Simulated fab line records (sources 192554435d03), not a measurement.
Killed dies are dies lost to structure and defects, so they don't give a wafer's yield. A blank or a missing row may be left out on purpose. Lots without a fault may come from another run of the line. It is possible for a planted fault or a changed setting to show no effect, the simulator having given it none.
2 desks looking at one fault	flow n5_finfet	each desk holds nothing but its own numbers, with what lay behind them at the end

== FROM THE METROLOGY DESK ==
What the gauges read for every lot (on any tool): the sampled wafers with a number, averaged. If a lot's mean is further than 4 standard deviations from the usual mean, the lot is out of limits and carries the mark OUT (the distance appears in the brackets). Shown here are 7 of its 11 readings, the ones lying furthest out on some lot.
Columns: A = cd_nm at N5_HKMG_FIN_CD_MEAS_12, usual 92.9 nm; B = DIBL_N at N5_BEOL_M4_RC_MEAS_101, usual 36.5 mV/V; C = DIBL_P at N5_BEOL_M4_RC_MEAS_101, usual 36.6 mV/V; D = IOFF_N at N5_BEOL_M4_RC_MEAS_101, usual 0.160 nA/um; E = SS_N at N5_BEOL_M4_RC_MEAS_101, usual 71.6 mV/dec; F = SS_P at N5_BEOL_M4_RC_MEAS_101, usual 73.4 mV/dec; G = VT_N at N5_BEOL_M4_RC_MEAS_101, usual 250.0 mV
lot	first seen here	A	B	C	D	E	F	G
L585	day 4 03:25	92.7	38.1	37.7	0.170	71.8	73.4	250.1
L586	day 4 12:44	94.0	35.0	36.3	0.145	71.7	72.9	250.4
L590	day 5 08:39	92.5	37.5	38.2	0.186	71.6	73.9	249.5
L594	day 6 17:07	93.6	36.9	34.8	0.155	71.2	73.0	249.7
L596	day 7 01:16	93.5	39.5	39.8	0.189	72.5	74.7	248.8
L602	day 8 09:36	92.6	35.7	35.1	0.122	71.2	72.9	254.0
L604	day 8 20:49	92.3	36.4	37.3	0.155	72.1	73.3	252.9
L605	day 9 03:19	92.3	35.4	34.5	0.139	71.2	72.2	252.8
L606	day 9 10:30	93.0	35.4	34.9	0.142	71.2	73.2	250.9
L607	day 9 14:05	92.6	35.3	37.9	0.153	71.2	73.5	250.1
Finding of this desk: none of the 10 lots has anything out of limits.

== FOR THE TOOL OWNER'S DESK: rie_diel-01 ==
The tool's own readings at N5_HKMG_FIN_ETCH_31 (etches SiARC in CF4, target depth 45.5 nm, time 75.8 s): means of the sampled wafers that have a number, for each lot that ran on this tool. If a lot's mean is further than 4 standard deviations from the usual mean, the lot is out of limits and carries the mark OUT (the distance appears in the brackets).
Columns: A = drypump_motor_current_A at N5_HKMG_FIN_ETCH_31, usual 5.8 A; B = etch_rf_on_time_s at N5_HKMG_FIN_ETCH_31, usual 75.6 s; C = oes_product_au at N5_HKMG_FIN_ETCH_31, usual 0.66 a.u.; D = rf_vpp_V at N5_HKMG_FIN_ETCH_31, usual 184.4 V; E = showerhead_plenum_p_Torr at N5_HKMG_FIN_ETCH_31, usual 2.17 Torr; F = throttle_valve_pct at N5_HKMG_FIN_ETCH_31, usual 15.64 %
lot	first seen here	A	B	C	D	E	F
L590	day 5 09:03	6.0	74.3	0.72	185.8	2.25	15.49
L594	day 6 17:19	5.6	77.1	0.67	183.3	2.13	15.67
L602	day 8 09:43	5.8	75.2	0.71	184.8	2.25	15.46
L604	day 8 20:56	5.9	64.7 (-10) OUT	0.72	184.8	2.14	15.74
L605	day 9 03:27	5.6	52.6 (-21) OUT	0.83	184.1	2.15	15.64
L607	day 9 14:12	5.7	52.3 (-21) OUT	0.78	184.6	2.21	15.83
This desk's finding: out of limits on L604, L605, L607; first on L604, day 8 20:56 (etch_rf_on_time_s at N5_HKMG_FIN_ETCH_31). Within limits: L590, L594, L602.

== TAKEN TOGETHER ==
At day 8 20:56, on L604, L605, L607, the tool owner's desk was in a position to raise an alarm.
From the metrology desk's view, nothing was out of limits.
The metrology desk holds a record of L604, L605, L607, inside its limits.
All the named lots went through N5_HKMG_FIN_ETCH_31 on rie_diel-01.

== WHAT WAS PUT IN BY THE SIMULATOR ==
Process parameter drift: rie_diel-01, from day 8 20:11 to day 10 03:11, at N5_HKMG_FIN_ETCH_31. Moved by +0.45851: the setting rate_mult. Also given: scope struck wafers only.
Lots struck among those shown: L604, L605, L607.
How many hours passed from the start of the fault until each desk's first out-of-limits reading: the tool owner's desk, 1.
